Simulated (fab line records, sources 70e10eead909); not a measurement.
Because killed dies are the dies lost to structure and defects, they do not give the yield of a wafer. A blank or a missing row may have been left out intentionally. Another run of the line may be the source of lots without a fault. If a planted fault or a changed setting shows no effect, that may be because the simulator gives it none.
Matching of chambers ; flow nandHarc ; 4 sister chambers for NHARC_A_BLC_STRIP_21 on rieDiel-06
The step strips in O2. 18 wafers are shown with their chamber, then 9 later ones without.

WAFERS WITH THEIR CHAMBER
wafer;chamber;showerheadPlenumPTorr (Torr);drypumpMotorCurrentA (A);rfVppV (V)
L079.3;3;3.32;6.5;56.0
L079.4;1;3.73;5.6;57.4
L079.6;1;3.73;5.6;57.8
L079.1;2;3.69;6.2;58.3
L079.2;0;3.52;5.7;56.7
L079.5;2;3.69;6.3;58.3
L081.4;1;3.73;5.6;58.8
L081.5;1;3.73;5.7;58.4
L081.6;0;3.52;5.7;56.0
L082.1;1;3.72;5.6;58.4
L082.2;0;3.52;5.7;57.6
L082.4;1;3.72;5.7;57.5
L089.1;1;3.72;5.6;58.5
L089.3;2;3.69;6.2;58.6
L089.4;0;3.51;5.7;57.9
L089.2;3;3.32;6.4;56.6
L089.5;2;3.69;6.2;59.9
L089.6;1;3.72;5.6;58.0

SIGNATURES, as means of the wafers listed above
reading;chamber 0;chamber 1;chamber 2;chamber 3;scatter within a chamber
showerheadPlenumPTorr;3.5175;3.7250;3.6900;3.3200;0.00443
drypumpMotorCurrentA;5.700;5.625;6.225;6.450;0.0443
rfVppV;57.050;58.100;58.775;56.300;0.652
Rule: for a wafer and a chamber, the distance is found by dividing, reading by reading, the gap between the wafer's reading and the chamber's mean by the reading's scatter, squaring, summing and taking the root. The wafer belongs to the nearest chamber; if the next one is less than 2 further off, it can't be placed. The scatter: take each reading less its chamber's mean, square it, sum over the shown wafers, divide by the number of wafers less the number of chambers, and take the root.

WAFERS WHOSE CHAMBER IS MISSING
wafer;showerheadPlenumPTorr (Torr);drypumpMotorCurrentA (A);rfVppV (V)
L090.1;3.32;6.5;57.9
L090.3;3.72;5.6;58.3
L090.6;3.69;6.2;59.9
L095.1;3.51;5.7;58.2
L095.2;3.32;6.5;57.6
L095.4;3.72;5.6;56.9
L095.3;3.69;6.2;58.0
L095.5;3.51;5.7;59.2
L095.6;3.72;5.6;57.6

WHICH CHAMBER EACH ONE RAN IN
wafer;from the rows above;in truth
L090.1;3;3
L090.3;1;1
L090.6;2;2
L095.1;0;0
L095.2;3;3
L095.4;1;1
L095.3;2;2
L095.5;0;0
L095.6;1;1
9 of 9 placed correctly. Left unplaced by these rows: 0. Placed wrongly: 0.
